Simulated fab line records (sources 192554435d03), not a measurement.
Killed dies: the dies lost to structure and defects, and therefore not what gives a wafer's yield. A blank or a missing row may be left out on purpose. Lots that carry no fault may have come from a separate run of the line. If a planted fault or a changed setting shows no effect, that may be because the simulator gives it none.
fab line records ; flow n5Finfet
record lots=7; wafers=21
route steps=1938 shown FIN_SAQP@108 DUMMY_GATE@221 SD_EPI_N@264 SDB@347 HKMG_FIN@392
startH: hours from the record's first day to the start of the lot's first wafer shown ; waitH: hours elapsed since this lot's preceding step ; " as in the row above ; L1.1+2: one row covering several wafers at once ; - either no value or no given start ; * or withheld: withheld ; < > ~ a bound
route shown NAME@n: names a module that has steps shown in the file, with the first one's number in the route ; usual: the fault-free wafers' mean and standard deviation ; same: alike in all rows ; chamber/n: place in a boat ; sites: each site's reading ; _std_site: the values' standard deviation ; _edge_site: inner sites' mean taken away from outer sites' mean ; radiusMm: how far each site lies from the wafer's centre ; mask NAME#n: copy n ; behind: the tool/chamber that last shaped the wafer ; hold: cause of the lot's hold/its duration in hours/its outcome ; device: whichever transistor did not switch (one of n, p or np) ; end of line: at the end of the route, the tests of the same wafers ; a step given without rows: its recipe and nothing more ; killed: dies that structure and defects cost at the first sort, which is not the same as the wafer's yield ; map: dies across one wafer; x = killed, . = not, _ = none there
set.NAME: the setting as run; set.NAME@STEP: as run at that earlier step ; model.NAME: the simulator's own value behind a step, which no gauge read
one table per step and one row per wafer, for lots whose settings were changed on purpose
## steps
# step N5_FIN_SAQP_EXPOSE_13
# recipe maskId=FIN_CORE; na=1.35; sourceShape=dipole; sigmaInner=0.538; sigmaOuter=0.738; polarization=te; targetCdNm=35.6; doseMj=63.25
lot.wafer;tool;chamber;startH;waitH;mask;set.doseMj
L077.1+2;arfiScanner-01;0;41.12;-;FIN_CORE#0;61.36
L077.4;arfiScanner-01;0;41.12;-;FIN_CORE#0;63.25
L078.2+3+6;arfiScanner-01;0;47.24;-;FIN_CORE#0;63.25
L079.2+4;arfiScanner-02;0;52.76;-;FIN_CORE#0;63.25
L079.3;arfiScanner-02;0;52.76;-;FIN_CORE#0;65.63
L087.1+2+6;arfiScanner-02;0;102.61;-;FIN_CORE#0;63.25
L090.1+5;arfiScanner-03;0;118.99;-;FIN_CORE#0;63.25
L090.6;arfiScanner-03;0;118.99;-;FIN_CORE#0;67.35
L092.1+5+6;arfiScanner-01;0;129.53;-;FIN_CORE#0;63.25
L095.3+4+5;arfiScanner-03;0;147.55;-;FIN_CORE#0;63.25
# step N5_FIN_SAQP_PEB_14
# recipe pebTempC=withheld; pebTimeS=60; resist=CAR-ArF
# step N5_FIN_SAQP_DEVELOP_15
# recipe developTimeS=30; developer=TMAH; resist=CAR-ArF; devTempC=23; rinseLiquid=diw; dry=airSpin
# step N5_FIN_SAQP_CD_MEAS_16
# recipe targetCdNm=35.6; landingEnergyEv=500; detector=seInlens
# usual cdNm=35.4/0.39
lot.wafer;tool;chamber;startH;waitH;set.doseMj@FIN_SAQP_EXPOSE_13;cdNm
L077.1;cdSem-03;0;41.25;-;61.36;36.8
L077.2;cdSem-03;0;41.25;-;61.36;36.4
L077.4;cdSem-03;0;41.25;-;63.25;35.3
L078.2;cdSem-02;0;47.36;-;63.25;34.6
L078.3;cdSem-02;0;47.36;-;63.25;34.9
L078.6;cdSem-02;0;47.36;-;63.25;35.2
L079.2;cdSem-03;0;52.88;-;63.25;36.2
L079.3;cdSem-03;0;52.88;-;65.63;34.7
L079.4;cdSem-03;0;52.88;-;63.25;35.7
L087.1;cdSem-03;0;102.74;-;63.25;35.8
L087.2;cdSem-03;0;102.74;-;63.25;35.7
L087.6;cdSem-03;0;102.74;-;63.25;35.0
L090.1;cdSem-02;0;119.12;-;63.25;35.5
L090.5;cdSem-02;0;119.12;-;63.25;35.3
L090.6;cdSem-02;0;119.12;-;67.35;33.5
L092.1;cdSem-01;0;129.66;-;63.25;35.5
L092.5;cdSem-01;0;129.66;-;63.25;35.8
L092.6;cdSem-01;0;129.66;-;63.25;35.5
L095.3;cdSem-01;0;147.67;-;63.25;35.7
L095.4;cdSem-01;0;147.67;-;63.25;35.2
L095.5;cdSem-01;0;147.67;-;63.25;35.9
# step N5_FIN_SAQP_SPACER1_ALD_24
# recipe material=SiO2; targetThkA=203; tempC=300; aldPrecursorFamily=BDEAS; aldCoReactant=O2-plasma; pulseTimeS=1; purgeTimeS=2; coReactantPurgeTimeS=2; aldCycles=218; pressureTorr=2
lot.wafer;tool;chamber;startH;waitH;set.aldCycles;model.SiO2_of_FIN_SAQP_SPACER1_ALD_24.thkNm
L077.1;aldSin-02;0;42.57;0.3;201;18.4
L077.2;aldSin-02;2;42.57;0.3;218;20
L077.4;aldSin-02;3;42.57;0.3;201;18.6
L078.2+3+6;aldSin-03;0,2,2;48.65;0.3;218;20.4
L079.2+3;aldSin-01;2,1;54.28;0.3;218;20.2
L079.4;aldSin-01;0;54.28;0.3;218;20.4
L087.1+2+6;aldSin-03;1,2,1;105.23;1.2;218;20.2
L090.1;aldSin-03;0;120.66;0.3;232;21.4
L090.5;aldSin-03;2;120.66;0.3;218;20.4
L090.6;aldSin-03;3;120.66;0.3;218;20.2
L092.1+6;aldSin-02;1;132.22;1.5;218;20.2
L092.5;aldSin-02;3;132.22;1.5;218;20.4
L095.3+4;aldSin-01;3,0;149.41;0.7;218;20.4
L095.5;aldSin-01;1;149.41;0.7;218;20.2
# step N5_FIN_SAQP_SPACER1_ETCHBACK_25
# recipe chemistry=CHF3/O2; mode=anisotropicEtchback; target=SiO2; targetDepthA=244; timeS=12.2; pressureMtorr=30; sourceW=650; biasW=170; Ar_flow_sccm=200; CHF3_flow_sccm=50; O2_flow_sccm=5; ionEnergyEv=200
# step N5_FIN_SAQP_MANDREL1_REMOVE_56
# recipe chemistry=HBr/Cl2/O2; btTimeS=10; target=a-Si; stopOn=SiNx; endpoint=OES-SiCl; overEtchFrac=1; icpW=600; biasW=22; HBr_flow_sccm=150; Cl2_flow_sccm=80; O2_flow_sccm=5; pressureMtorr=10
lot.wafer;tool;chamber;startH;waitH;set.aldCycles@FIN_SAQP_SPACER1_ALD_24;model.FIN_SAQP.cdNm
L077.1;rieSi-05;2;43.37;0.1;201;18.4
L077.2;rieSi-05;0;43.37;0.1;218;19.8
L077.4;rieSi-05;3;43.37;0.1;201;18.6
L078.2+6;rieSi-05;0;49.45;0.1;218;20.4
L078.3;rieSi-05;3;49.45;0.1;218;20.6
L079.2+3;rieSi-05;1,0;55.50;0.1;218;20.2
L079.4;rieSi-05;3;55.50;0.1;218;20.6
L087.1+2;rieSi-04;0,1;106.05;0.1;218;20.2
L087.6;rieSi-04;0;106.05;0.1;218;20.4
L090.1;rieSi-04;2;121.46;0.1;232;21.6
L090.5;rieSi-04;0;121.46;0.1;218;20.4
L090.6;rieSi-04;3;121.46;0.1;218;20.2
L092.1+6;rieSi-04;1;133.19;0.1;218;20.4
L092.5;rieSi-04;2;133.19;0.1;218;20.6
L095.3+5;rieSi-03;0;150.21;0.1;218;20.2
L095.4;rieSi-03;2;150.21;0.1;218;20.6
# step N5_DUMMY_GATE_PECVD_30
# recipe material=SiO2; targetThkA=550; tempC=400; precursor=TEOS/O2; pressureTorr=6.5; rfW=withheld; teosFlowSccm=withheld; gas=O2; flowSccm=2650; timeS=10.8
lot.wafer;tool;chamber;startH;waitH;set.timeS
L077.1;pecvd-01;1;64.26;0.0;10.8
L077.2+4;pecvd-01;0,2;64.26;0.0;11.55
L078.2+3+6;pecvd-01;2,0,2;70.87;0.0;10.8
L079.2+3+4;pecvd-02;0,1,2;76.86;0.0;10.8
L087.1+2+6;pecvd-01;0,1,0;129.58;0.0;10.8
L090.1+5+6;pecvd-03;1,0,2;150.48;0.0;10.8
L092.1+6;pecvd-02;0;158.40;0.0;10.04
L092.5;pecvd-02;1;158.40;0.0;10.8
L095.3+4+5;pecvd-01;2,2,1;171.26;0.0;10.8
# step N5_DUMMY_GATE_COAT_34
# recipe resist=SOC; tempC=250; timeS=60; spinRpm=1500; resistThkNm=60
# step N5_DUMMY_GATE_COAT_35
# recipe resist=SiARC; tempC=220; timeS=60; spinRpm=1500; resistThkNm=10
# step N5_DUMMY_GATE_ETCH_31
# recipe chemistry=C4F6/O2; target=SiO2; maskMaterial=SOC; targetDepthA=825; timeS=27.5; ionEnergyEv=250; pressureMtorr=30; sourceW=345; biasW=185; Ar_flow_sccm=300; C4F6_flow_sccm=10; O2_flow_sccm=10
# step N5_DUMMY_GATE_STRIP_41
# recipe chemistry=O2; powerW=400; tempC=40; pressureMtorr=30; rfFrequencyHz=6e+07; biasPowerW=0; overashFraction=0.3; o2FlowSccm=225
# step N5_DUMMY_GATE_HM_OPEN_21
# recipe chemistry=CH3F/O2; target=SiNx; targetDepthA=1200; Ar_flow_sccm=150; CH3F_flow_sccm=30; O2_flow_sccm=23; timeS=171.4; pressureMtorr=30; sourceW=395; biasW=73; ionEnergyEv=120.7
lot.wafer;tool;chamber;startH;waitH;set.timeS@DUMMY_GATE_PECVD_30;model.SiO2_of_DUMMY_GATE_PECVD_30.thkNm
L077.1;rieDiel-02;1;65.46;0.0;10.8;46.8
L077.2;rieDiel-02;3;65.46;0.0;11.55;49.4
L077.4;rieDiel-02;0;65.46;0.0;11.55;51
L078.2;rieDiel-01;0;72.07;0.0;10.8;46.4
L078.3;rieDiel-01;1;72.07;0.0;10.8;46.2
L078.6;rieDiel-01;2;72.07;0.0;10.8;47
L079.2;rieDiel-01;3;77.96;0.0;10.8;44.2
L079.3;rieDiel-01;1;77.96;0.0;10.8;44.8
L079.4;rieDiel-01;0;77.96;0.0;10.8;45.8
L087.1;rieDiel-06;3;130.99;0.0;10.8;45
L087.2;rieDiel-06;0;130.99;0.0;10.8;45.4
L087.6;rieDiel-06;3;130.99;0.0;10.8;46.2
L090.1;rieDiel-01;1;152.31;0.0;10.8;43.8
L090.5;rieDiel-01;0;152.31;0.0;10.8;43.6
L090.6;rieDiel-01;1;152.31;0.0;10.8;43
L092.1;rieDiel-02;1;159.62;0.0;10.04;40.8
L092.5;rieDiel-02;0;159.62;0.0;10.8;45.6
L092.6;rieDiel-02;1;159.62;0.0;10.04;41.4
L095.3;rieDiel-06;2;172.36;0.0;10.8;45
L095.4;rieDiel-06;0;172.36;0.0;10.8;45.2
L095.5;rieDiel-06;0;172.36;0.0;10.8;45.8
# step N5_DUMMY_GATE_ETCH_32
# recipe chemistry=CF4; target=SiO2; targetDepthA=35; timeS=3.9; ionEnergyEv=350; pressureMtorr=10; icpW=800; biasW=400; cf4FlowSccm=80
lot.wafer;tool;chamber;startH;waitH;set.timeS@DUMMY_GATE_PECVD_30;model.SiO2_of_DUMMY_GATE_PECVD_30.thkNm
L077.1;rieSi-02;0;65.62;0.1;10.8;43.2
L077.2;rieSi-02;2;65.62;0.1;11.55;45.8
L077.4;rieSi-02;3;65.62;0.1;11.55;47.4
L078.2+3;rieSi-06;0,1;72.24;0.1;10.8;42.6
L078.6;rieSi-06;2;72.24;0.1;10.8;43.2
L079.2;rieSi-02;0;78.12;0.1;10.8;40.6
L079.3;rieSi-02;2;78.12;0.1;10.8;41.4
L079.4;rieSi-02;1;78.12;0.1;10.8;42.4
L087.1;rieSi-02;2;131.16;0.1;10.8;41.4
L087.2;rieSi-02;3;131.16;0.1;10.8;41.8
L087.6;rieSi-02;1;131.16;0.1;10.8;42.8
L090.1;rieSi-06;1;152.48;0.1;10.8;40.4
L090.5;rieSi-06;1;152.48;0.1;10.8;40
L090.6;rieSi-06;2;152.48;0.1;10.8;39.4
L092.1;rieSi-02;1;159.78;0.1;10.04;37.2
L092.5;rieSi-02;0;159.78;0.1;10.8;42.2
L092.6;rieSi-02;3;159.78;0.1;10.04;37.8
L095.3;rieSi-02;1;172.52;0.1;10.8;41.4
L095.4;rieSi-02;3;172.52;0.1;10.8;41.6
L095.5;rieSi-02;2;172.52;0.1;10.8;42.2
# step N5_SD_EPI_N_COAT_03
# recipe resist=CAR-ArF-block; spinRpm=1500; resistThkNm=150
lot.wafer;tool;chamber;startH;waitH;set.spinRpm;model.CAR-ArF-block_of_SD_EPI_N_COAT_03.thkNm
L077.1;lithoTrack-05;0;-;-;1500;149.6
L077.2;lithoTrack-05;0;-;-;1500;149.8
L077.4;lithoTrack-05;0;-;-;1406;154.4
L078.2+6;lithoTrack-01;0;-;-;1500;150
L078.3;lithoTrack-01;0;-;-;1500;150.4
L079.2;lithoTrack-04;0;-;-;1500;149.8
L079.3;lithoTrack-04;0;-;-;1386;155.4
L079.4;lithoTrack-04;0;-;-;1386;156
L087.1;lithoTrack-04;0;-;-;1500;150.2
L087.2+6;lithoTrack-04;0;-;-;1500;150
L090.1;lithoTrack-05;0;-;-;1500;150.2
L090.5;lithoTrack-05;0;-;-;1500;149.8
L090.6;lithoTrack-05;0;-;-;1500;150
L092.1+5;lithoTrack-01;0;-;-;1500;150.6
L092.6;lithoTrack-01;0;-;-;1500;150.2
L095.3;lithoTrack-01;0;-;-;1417;155
L095.4;lithoTrack-01;0;-;-;1500;150.4
L095.5;lithoTrack-01;0;-;-;1500;150.2
# step N5_SD_EPI_N_DEVELOP_08
# recipe developTimeS=30; developer=TMAH; resist=CAR-ArF-block; devTempC=23; rinseLiquid=diw; dry=airSpin
lot.wafer;tool;chamber;startH;waitH;set.developTimeS
L077.1+2+4;lithoTrack-05;0;-;-;30
L078.2+3+6;lithoTrack-01;0;-;-;30
L079.2+3;lithoTrack-04;0;-;-;30
L079.4;lithoTrack-04;0;-;-;34.6
L087.1+2+6;lithoTrack-04;0;-;-;30
L090.1+5;lithoTrack-05;0;-;-;30
L090.6;lithoTrack-05;0;-;-;36.58
L092.1;lithoTrack-05;0;-;-;23.61
L092.5+6;lithoTrack-05;0;-;-;30
L095.3;lithoTrack-01;0;-;-;27.99
L095.4+5;lithoTrack-01;0;-;-;30
# step N5_SD_EPI_N_DESCUM_14
# recipe chemistry=O2; timeS=7.9; sourcePowerW=50; biasPowerW=20; pressureMtorr=20; rfFrequencyHz=2.712e+07; tempC=40; resist=CAR-ArF-block; o2FlowSccm=225
lot.wafer;tool;chamber;startH;waitH;set.spinRpm@SD_EPI_N_COAT_03;model.CAR-ArF-block_of_SD_EPI_N_COAT_03.thkNm
L077.1;rieDiel-04;0;67.38;0.1;1500;143
L077.2;rieDiel-04;3;67.38;0.1;1500;143.2
L077.4;rieDiel-04;1;67.38;0.1;1406;148
L078.2;rieDiel-04;2;73.87;0.0;1500;143.4
L078.3;rieDiel-04;3;73.87;0.0;1500;143.8
L078.6;rieDiel-04;1;73.87;0.0;1500;143.6
L079.2;rieDiel-03;0;79.75;0.1;1500;143.4
L079.3;rieDiel-03;3;79.75;0.1;1386;149
L079.4;rieDiel-03;2;79.75;0.1;1386;149.4
L087.1+2+6;rieDiel-03;2,0,0;133.23;0.1;1500;143.6
L090.1;rieDiel-03;0;154.13;0.0;1500;143.6
L090.5;rieDiel-03;0;154.13;0.0;1500;143.4
L090.6;rieDiel-03;3;154.13;0.0;1500;143.2
L092.1;rieDiel-03;2;161.45;0.1;1500;144.2
L092.5;rieDiel-03;0;161.45;0.1;1500;144
L092.6;rieDiel-03;3;161.45;0.1;1500;143.6
L095.3;rieDiel-03;1;173.97;0.0;1417;148.6
L095.4;rieDiel-03;2;173.97;0.0;1500;143.8
L095.5;rieDiel-03;2;173.97;0.0;1500;143.6
# step N5_SDB_HM_DEP_00
# recipe material=SiNx; targetThkA=400; tempC=400; precursor=SiH4/NH3/N2; pressureTorr=1.5; rfW=300; timeS=35.3
lot.wafer;tool;chamber;startH;waitH;set.timeS;model.SiNx_of_SDB_HM_DEP_00.thkNm
L077.1;pecvd-03;0;89.50;0.0;35.3;38.8
L077.2;pecvd-03;2;89.50;0.0;35.3;39
L077.4;pecvd-03;1;89.50;0.0;35.3;40.2
L078.2;pecvd-04;2;91.77;0.0;40.19;44.2
L078.3;pecvd-04;0;91.77;0.0;40.19;44.8
L078.6;pecvd-04;0;91.77;0.0;35.3;39.6
L079.2;pecvd-04;2;97.98;0.0;35.3;39.4
L079.3;pecvd-04;1;97.98;0.0;30.86;34.6
L079.4;pecvd-04;2;97.98;0.0;35.3;40.4
L087.1;pecvd-01;2;148.61;0.0;35.3;40
L087.2;pecvd-01;0;148.61;0.0;35.3;39
L087.6;pecvd-01;0;148.61;0.0;35.3;40.2
L090.1;pecvd-01;2;172.30;0.0;35.3;39.2
L090.5;pecvd-01;2;172.30;0.0;35.3;40
L090.6;pecvd-01;0;172.30;0.0;35.3;39.8
L092.1;pecvd-01;1;177.92;0.0;31.02;35.2
L092.5;pecvd-01;0;177.92;0.0;35.3;39.6
L092.6;pecvd-01;1;177.92;0.0;31.02;35.6
L095.3+5;pecvd-01;2,1;190.76;0.0;35.3;40
L095.4;pecvd-01;0;190.76;0.0;35.3;40.6
# step N5_SDB_COAT_03
# recipe resist=SOC; tempC=250; timeS=60; spinRpm=1500; resistThkNm=100
# step N5_SDB_COAT_04
# recipe resist=SiARC; tempC=220; timeS=60; spinRpm=1500; resistThkNm=18
# step N5_SDB_STRIP_19
# recipe chemistry=N2/H2; tempC=40; n2FlowSccm=200; h2FlowSccm=200; rfFrequencyHz=6e+07
# step N5_SDB_STRIP_21
# recipe chemistry=CF4; resist=SiARC; powerW=300; biasPowerW=75; pressureMtorr=50; cf4FlowSccm=150; rfFrequencyHz=6e+07
# step N5_SDB_HM_OPEN_20
# recipe chemistry=CH3F/O2; target=SiNx; maskMaterial=SOC; targetDepthA=240; stopOn=poly-Si; overEtchFrac=0.4; ionEnergyEv=120; pressureMtorr=30; sourceW=395; biasW=73; Ar_flow_sccm=150; CH3F_flow_sccm=30; O2_flow_sccm=20
lot.wafer;tool;chamber;startH;waitH;set.timeS@SDB_HM_DEP_00;model.etch.depthNm
L077.1;rieDiel-03;3;90.50;0.0;35.3;22.81
L077.2;rieDiel-03;1;90.50;0.0;35.3;23
L077.4;rieDiel-03;2;90.50;0.0;35.3;24.26
L078.2;rieDiel-03;1;92.41;0.0;40.19;28.23
L078.3;rieDiel-03;3;92.41;0.0;40.19;28.71
L078.6;rieDiel-03;2;92.41;0.0;35.3;23.68
L079.2;rieDiel-04;0;98.62;0.0;35.3;23.46
L079.3;rieDiel-04;1;98.62;0.0;30.86;18.51
L079.4;rieDiel-04;1;98.62;0.0;35.3;24.43
L087.1;rieDiel-04;1;149.26;0.0;35.3;24.03
L087.2;rieDiel-04;0;149.26;0.0;35.3;23.08
L087.6;rieDiel-04;0;149.26;0.0;35.3;24.1
L090.1;rieDiel-05;3;173.07;0.0;35.3;23.28
L090.5;rieDiel-05;2;173.07;0.0;35.3;24.06
L090.6;rieDiel-05;3;173.07;0.0;35.3;23.9
L092.1;rieDiel-05;3;178.69;0.0;31.02;19.14
L092.5;rieDiel-05;1;178.69;0.0;35.3;23.59
L092.6;rieDiel-05;0;178.69;0.0;31.02;19.54
L095.3;rieDiel-05;1;191.44;0.0;35.3;23.91
L095.4;rieDiel-05;3;191.44;0.0;35.3;24.51
L095.5;rieDiel-05;3;191.44;0.0;35.3;23.99
# step N5_SDB_STRIP_22
# recipe chemistry=N2/H2; powerW=1000; tempC=250; h2Frac=0.65; overashFraction=0.3; pressureMtorr=withheld; n2FlowSccm=1750; h2FlowSccm=3250
# step N5_SDB_PRECLEAN_23
# recipe chemistry=dHF; timeS=30; tempC=25; dilution=withheld
# step N5_SDB_DUMMY_REMOVE_24
# recipe chemistry=TMAH; tempC=70; target=poly-Si; stopOn=SiO2; targetDepthNm=142; concWtPct=5; timeS=57; dry=ipaMarangoni; rinseTimeS=30; rinseTempC=23
# step N5_SDB_ETCH_25
# recipe chemistry=C4F6/O2; target=SiO2; targetDepthA=100; timeS=3.3; ionEnergyEv=250; maskMaterial=SiNx; pressureMtorr=30; sourceW=345; biasW=185; Ar_flow_sccm=300; C4F6_flow_sccm=10; O2_flow_sccm=10
lot.wafer;tool;chamber;startH;waitH;set.timeS@SDB_HM_DEP_00;model.SiNx_of_SDB_HM_DEP_00.thkNm
L077.1;rieDiel-04;3;90.82;0.1;35.3;37.2
L077.2;rieDiel-04;0;90.82;0.1;35.3;37.4
L077.4;rieDiel-04;3;90.82;0.1;35.3;38.6
L078.2;rieDiel-04;0;92.94;0.3;40.19;42.6
L078.3;rieDiel-04;3;92.94;0.3;40.19;43
L078.6;rieDiel-04;1;92.94;0.3;35.3;38
L079.2;rieDiel-04;3;98.92;0.0;35.3;37.8
L079.3;rieDiel-04;1;98.92;0.0;30.86;32.8
L079.4;rieDiel-04;3;98.92;0.0;35.3;38.8
L087.1+6;rieDiel-04;0,2;149.55;0.0;35.3;38.4
L087.2;rieDiel-04;1;149.55;0.0;35.3;37.4
L090.1;rieDiel-03;2;173.46;0.1;35.3;37.6
L090.5;rieDiel-03;2;173.46;0.1;35.3;38.4
L090.6;rieDiel-03;1;173.46;0.1;35.3;38.2
L092.1;rieDiel-05;0;179.15;0.2;31.02;33.6
L092.5;rieDiel-05;2;179.15;0.2;35.3;38
L092.6;rieDiel-05;3;179.15;0.2;31.02;34
L095.3;rieDiel-03;2;191.74;0.0;35.3;38.2
L095.4;rieDiel-03;2;191.74;0.0;35.3;38.8
L095.5;rieDiel-03;1;191.74;0.0;35.3;38.4
# step N5_SDB_CUT_ETCH_26
# recipe chemistry=HBr/Cl2/O2; target=Si; targetDepthA=1296; btTimeS=20; maskMaterial=SiNx; timeS=51.8; ionEnergyEv=*; biasW=*; pressureMtorr=10; icpW=800; HBr_flow_sccm=150; Cl2_flow_sccm=80; O2_flow_sccm=12
# step N5_SDB_PRECLEAN_38
# recipe chemistry=dHF; timeS=10; dilution=750:1; tempC=25
lot.wafer;tool;chamber;startH;waitH;set.timeS@SDB_HM_DEP_00;model.SiNx_of_SDB_HM_DEP_00.thkNm
L077.1;wetBench-02;2;91.03;0.1;35.3;20.2
L077.2;wetBench-02;4;91.03;0.1;35.3;20.4
L077.4;wetBench-02;1;91.03;0.1;35.3;22.4
L078.2;wetBench-02;5;93.14;0.1;40.19;26.2
L078.3;wetBench-02;3;93.14;0.1;40.19;26.4
L078.6;wetBench-02;6;93.14;0.1;35.3;21.6
L079.2;wetBench-05;6;99.12;0.1;35.3;21.4
L079.3;wetBench-05;5;99.12;0.1;30.86;16.4
L079.4;wetBench-05;3;99.12;0.1;35.3;22.8
L087.1;wetBench-01;1;149.76;0.1;35.3;21.8
L087.2+6;wetBench-01;6,2;149.76;0.1;35.3;21.4
L090.1;wetBench-05;6;173.66;0.1;35.3;21.4
L090.5;wetBench-05;4;173.66;0.1;35.3;22.4
L090.6;wetBench-05;1;173.66;0.1;35.3;21.2
L092.1;wetBench-01;7;179.35;0.1;31.02;16.8
L092.5;wetBench-01;1;179.35;0.1;35.3;21.6
L092.6;wetBench-01;2;179.35;0.1;31.02;17.4
L095.3;wetBench-05;6;191.94;0.1;35.3;22.4
L095.4;wetBench-05;4;191.94;0.1;35.3;22.8
L095.5;wetBench-05;7;191.94;0.1;35.3;21.6
# step N5_HKMG_FIN_COAT_43
# recipe resist=CAR-ArF; spinRpm=1500; resistThkNm=90
lot.wafer;tool;chamber;startH;waitH;set.spinRpm;model.CAR-ArF_of_HKMG_FIN_COAT_43.thkNm
L077.1;lithoTrack-01;0;-;-;1500;90
L077.2;lithoTrack-01;0;-;-;1618;86.8
L077.4;lithoTrack-01;0;-;-;1618;86.6
L078.2;lithoTrack-03;0;-;-;1544;88.6
L078.3;lithoTrack-03;0;-;-;1500;89.8
L078.6;lithoTrack-03;0;-;-;1544;88.4
L079.2;lithoTrack-01;0;-;-;1500;89.8
L079.3;lithoTrack-01;0;-;-;1642;85.8
L079.4;lithoTrack-01;0;-;-;1642;86
L087.1;lithoTrack-03;0;-;-;1500;89.6
L087.2;lithoTrack-03;0;-;-;1500;89.8
L087.6;lithoTrack-03;0;-;-;1500;90
L090.1;lithoTrack-01;0;-;-;1594;87.4
L090.5;lithoTrack-01;0;-;-;1594;87.2
L090.6;lithoTrack-01;0;-;-;1500;89.8
L092.1;lithoTrack-01;0;-;-;1500;90.4
L092.5;lithoTrack-01;0;-;-;1614;87.4
L092.6;lithoTrack-01;0;-;-;1614;87
L095.3;lithoTrack-03;0;-;-;1379;93.6
L095.4;lithoTrack-03;0;-;-;1379;94
L095.5;lithoTrack-03;0;-;-;1379;93.8
# step N5_HKMG_FIN_DEVELOP_48
# recipe developTimeS=30; developer=TMAH; resist=CAR-ArF; rinseLiquid=diw; dry=airSpin; devTempC=23
lot.wafer;tool;chamber;startH;waitH;set.developTimeS;set.spinRpm@HKMG_FIN_COAT_43;model.CAR-ArF_of_HKMG_FIN_COAT_43.thkNm
L077.1;lithoTrack-01;0;-;-;34.04;1500;88.2
L077.2;lithoTrack-01;0;-;-;30;1618;85
L077.4;lithoTrack-01;0;-;-;34.04;1618;84.8
L078.2;lithoTrack-03;0;-;-;30;1544;86.8
L078.3;lithoTrack-03;0;-;-;32.19;1500;88
L078.6;lithoTrack-03;0;-;-;32.19;1544;86.8
L079.2;lithoTrack-01;0;-;-;30;1500;88.2
L079.3;lithoTrack-01;0;-;-;30;1642;84
L079.4;lithoTrack-01;0;-;-;35.5;1642;84.2
L087.1+2;lithoTrack-04;0;-;-;30;1500;88
L087.6;lithoTrack-04;0;-;-;30;1500;88.2
L090.1;lithoTrack-04;0;-;-;30;1594;85.6
L090.5;lithoTrack-04;0;-;-;30;1594;85.4
L090.6;lithoTrack-04;0;-;-;30;1500;88
L092.1;lithoTrack-04;0;-;-;30;1500;88.8
L092.5;lithoTrack-04;0;-;-;34.32;1614;85.6
L092.6;lithoTrack-04;0;-;-;30;1614;85.4
L095.3;lithoTrack-04;0;-;-;24.55;1379;92
L095.4;lithoTrack-04;0;-;-;30;1379;92.4
L095.5;lithoTrack-04;0;-;-;24.55;1379;92.2
## key
split step=N5_FIN_SAQP_EXPOSE_13; setting=doseMj; stated=63.25; by=wafer
response step=N5_FIN_SAQP_CD_MEAS_16; reading=cdNm; change=-0.319; per=1%; r=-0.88
split step=N5_FIN_SAQP_SPACER1_ALD_24; setting=aldCycles; stated=218; by=wafer
response step=N5_FIN_SAQP_SPACER1_ALD_24; reading=model.SiO2_of_FIN_SAQP_SPACER1_ALD_24.thkNm; change=+0.184; per=1%; r=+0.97
response step=N5_FIN_SAQP_MANDREL1_REMOVE_56; reading=model.FIN_SAQP.cdNm; change=+0.181; per=1%; r=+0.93
split step=N5_DUMMY_GATE_PECVD_30; setting=timeS; stated=10.8; by=wafer
response step=N5_DUMMY_GATE_HM_OPEN_21; reading=model.SiO2_of_DUMMY_GATE_PECVD_30.thkNm; change=+0.566; per=1%; r=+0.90
response step=N5_DUMMY_GATE_ETCH_32; reading=model.SiO2_of_DUMMY_GATE_PECVD_30.thkNm; change=+0.58; per=1%; r=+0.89
split step=N5_SD_EPI_N_COAT_03; setting=spinRpm; stated=1500; by=wafer
response step=N5_SD_EPI_N_COAT_03; reading=model.CAR-ArF-block_of_SD_EPI_N_COAT_03.thkNm; change=-0.786; per=1%; r=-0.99
response step=N5_SD_EPI_N_DESCUM_14; reading=model.CAR-ArF-block_of_SD_EPI_N_COAT_03.thkNm; change=-0.798; per=1%; r=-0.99
split step=N5_SD_EPI_N_DEVELOP_08; setting=developTimeS; stated=30; by=wafer
response none clear
split step=N5_SDB_HM_DEP_00; setting=timeS; stated=35.3; by=wafer
response step=N5_SDB_HM_DEP_00; reading=model.SiNx_of_SDB_HM_DEP_00.thkNm; change=+0.373; per=1%; r=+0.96
response step=N5_SDB_HM_OPEN_20; reading=model.etch.depthNm; change=+0.374; per=1%; r=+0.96
response step=N5_SDB_ETCH_25; reading=model.SiNx_of_SDB_HM_DEP_00.thkNm; change=+0.375; per=1%; r=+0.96
response step=N5_SDB_PRECLEAN_38; reading=model.SiNx_of_SDB_HM_DEP_00.thkNm; change=+0.385; per=1%; r=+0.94
split step=N5_HKMG_FIN_COAT_43; setting=spinRpm; stated=1500; by=wafer
response step=N5_HKMG_FIN_COAT_43; reading=model.CAR-ArF_of_HKMG_FIN_COAT_43.thkNm; change=-0.415; per=1%; r=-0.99
response step=N5_HKMG_FIN_DEVELOP_48; reading=model.CAR-ArF_of_HKMG_FIN_COAT_43.thkNm; change=-0.424; per=1%; r=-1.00
split step=N5_HKMG_FIN_DEVELOP_48; setting=developTimeS; stated=30; by=wafer
response none clear
